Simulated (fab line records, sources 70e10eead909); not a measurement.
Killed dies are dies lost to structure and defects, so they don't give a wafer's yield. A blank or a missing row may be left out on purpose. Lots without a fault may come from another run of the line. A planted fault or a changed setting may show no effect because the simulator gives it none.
Chamber matching | flow nand_harc | NHARC_A_CHANNEL_FILL_D2_CMP_10 on cmp-03: 4 sister chambers
The step polishes, target thk 150 nm. 8 wafers are shown with their chamber, then 10 later ones without.

WAFERS WITH THEIR CHAMBER
wafer  | chamber | motor_current_A (A) | slurry_filter_dp_kPa (kPa)
L084.3 | 3       | 12.7                | 13.62
L084.5 | 2       | 12.6                | 13.39
L086.2 | 2       | 12.8                | 13.60
L088.4 | 3       | 13.5                | 13.84
L088.5 | 0       | 14.2                | 13.60
L088.6 | 1       | 9.7                 | 13.12
L094.1 | 0       | 13.7                | 13.85
L094.3 | 1       | 9.9                 | 13.58

WAFERS WITHOUT THEIR CHAMBER
wafer  | motor_current_A (A) | slurry_filter_dp_kPa (kPa)
L094.6 | 10.1                | 13.36
L095.1 | 13.8                | 13.56
L095.4 | 11.7                | 13.47
L095.5 | 12.1                | 13.37
L096.1 | 13.2                | 13.56
L096.3 | 13.1                | 13.49
L096.4 | 9.9                 | 13.68
L097.2 | 9.7                 | 13.71
L097.4 | 12.8                | 13.53
L097.5 | 12.0                | 13.58

WHICH CHAMBER EACH WENT THROUGH
wafer  | from the rows above          | in truth
L094.6 | 1                            | 1
L095.1 | can't be placed: 0 or 3      | 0
L095.4 | can't be placed: 2 or 3      | 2
L095.5 | can't be placed: 2 or 3      | 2
L096.1 | can't be placed: 3 or 2 or 0 | 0
L096.3 | can't be placed: 3 or 2 or 0 | 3
L096.4 | 1                            | 1
L097.2 | 1                            | 1
L097.4 | can't be placed: 2 or 3      | 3
L097.5 | can't be placed: 2 or 3      | 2
Placed correctly: 3 of 10. Can't be placed from these rows: 7 (the true chamber is among the candidates in 7). Placed wrongly: 0.
How it was worked out, from the rows above alone: a wafer's distance from a chamber is the root of the sum, over the readings, of the square of ((its reading less the chamber's mean) divided by the reading's scatter). The wafer belongs to the nearest chamber; if the next one is less than 2 further off, it can't be placed. A chamber's mean is the mean of its shown wafers. The scatter: the root of (the sum of the squares of (reading less its chamber's mean) over the shown wafers, divided by (wafers less chambers)).
